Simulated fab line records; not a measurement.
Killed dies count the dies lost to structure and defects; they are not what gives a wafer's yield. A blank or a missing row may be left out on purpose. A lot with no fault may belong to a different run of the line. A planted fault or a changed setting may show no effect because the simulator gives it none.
8D (eight disciplines) problem report, filled in by code || flow nandHarc || the parts of the form that need people (team, actions taken, sign-off) are left out

## 1. PROBLEM STATEMENT
oesProductAu at NHARC_A_CONTACT_ETCH_92 reads a mean of 0.718 a.u. on 2 wafers of 2 lots; wafers without a fault read 0.932 a.u. with a standard deviation of 0.022. Relative to the usual mean, that is a shift of -9.7 standard deviations.
The step: etches the open film in CH3F/O2, target depth 40 nm, time 85.7 s.
First seen on wafer L776.1, day 29 23:51, on rieDiel-03. At this step, 36 wafers from 12 lots have a number in the record. The rule behind "out" and "out of limits": a value lying over 4 standard deviations away from the usual mean. All remaining wafers that have a number are taken as sound.

## 2. WHAT IT IS, AND WHAT IT ISN'T
{"question": "which readings at this step", "is": "oesProductAu", "is not": "chamberPressureMTorr, drypumpMotorCurrentA, rfVppV, showerheadPlenumPTorr, throttleValvePct"}
{"question": "which lots", "is": "L774, L776", "is not": "L758, L759, L761, L763, L764, L765, L766, L768, L772, L781"}
{"question": "which wafers of those lots", "is": "L774.5, L776.1", "is not": "L774.2, L774.6, L776.2, L776.4"}
{"question": "read on which tools", "is": "rieDiel-03", "is not": "rieDiel-05, rieDiel-13"}
{"question": "when", "is": "from day 29 23:51", "is not": "up to then (29 sound wafers); but 5 sound wafers of L774, L781 came after"}

## 3. SUSPECTS, AND WHAT RULES EACH OUT
Counting: if a tool at a process step up to the reading ran every lot that is out, it stays a suspect. Sound lots after the first of them don't rule it out here, since some wafers of a struck lot are sound.
- harCapEtch-02 at NHARC_A_CONTACT_ETCH_134 (etches the open film in C4F8/O2/Ar, time 140 s, target depth 700 nm): kept. Every lot that is out went through it, the first being L776 (day 29 22:00); the last sound lot it ran before that was L765 (day 25 04:37).
- harCapEtch-02 at NHARC_A_CONTACT_ETCH_135 (etches the open film in C4F8/O2/Ar, time 311 s, target depth 1912 nm): kept. Every lot that is out went through it, the first being L776 (day 29 22:12); the last sound lot it ran before that was L765 (day 25 04:49).
- rieDiel-03 at NHARC_A_CONTACT_ETCH_92 (etches the open film in CH3F/O2, target depth 40 nm, time 85.7 s): kept. Every lot that is out went through it, the first being L776 (day 29 23:51); the last sound lot it ran before that was L768 (day 26 16:00). Its own readings are out on those wafers: oesProductAu.
After the count, these remain: harCapEtch-02 at NHARC_A_CONTACT_ETCH_134, harCapEtch-02 at NHARC_A_CONTACT_ETCH_135 and rieDiel-03 at NHARC_A_CONTACT_ETCH_92.

## 4. THE CAUSE (what the simulator had put in)
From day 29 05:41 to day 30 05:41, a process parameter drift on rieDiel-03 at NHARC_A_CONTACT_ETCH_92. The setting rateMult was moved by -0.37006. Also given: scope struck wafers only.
Of the 3 suspects that counting leaves, this tool is one.

## 5. THE CHAIN OF EFFECTS, in route order
Rows list readings where the struck wafers' mean (over those with a number) sits beyond 3 standard deviations from the usual. Only readings for which the record gives a usual standard deviation are gone through. hours: the time from each lot's start at the first step in this table that gives one to its start at this step, as a median over the lots. sigmas: the change in usual standard deviations.
{"hours": 0, "step": "NHARC_A_CONTACT_ETCH_92", "reading": "oesProductAu", "usual": "0.932 a.u.", "on struck wafers": 0.718, "change": -0.214, "sigmas": -9.7}
Here are the process steps it includes:
- NHARC_A_CONTACT_ETCH_92: etches the open film in CH3F/O2, target depth 40 nm, time 85.7 s.

## 6. WHAT WOULD HAVE CAUGHT IT SOONER
In this record no reading fell out of limits until day 29 23:51, 18 hours after the fault had begun at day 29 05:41.
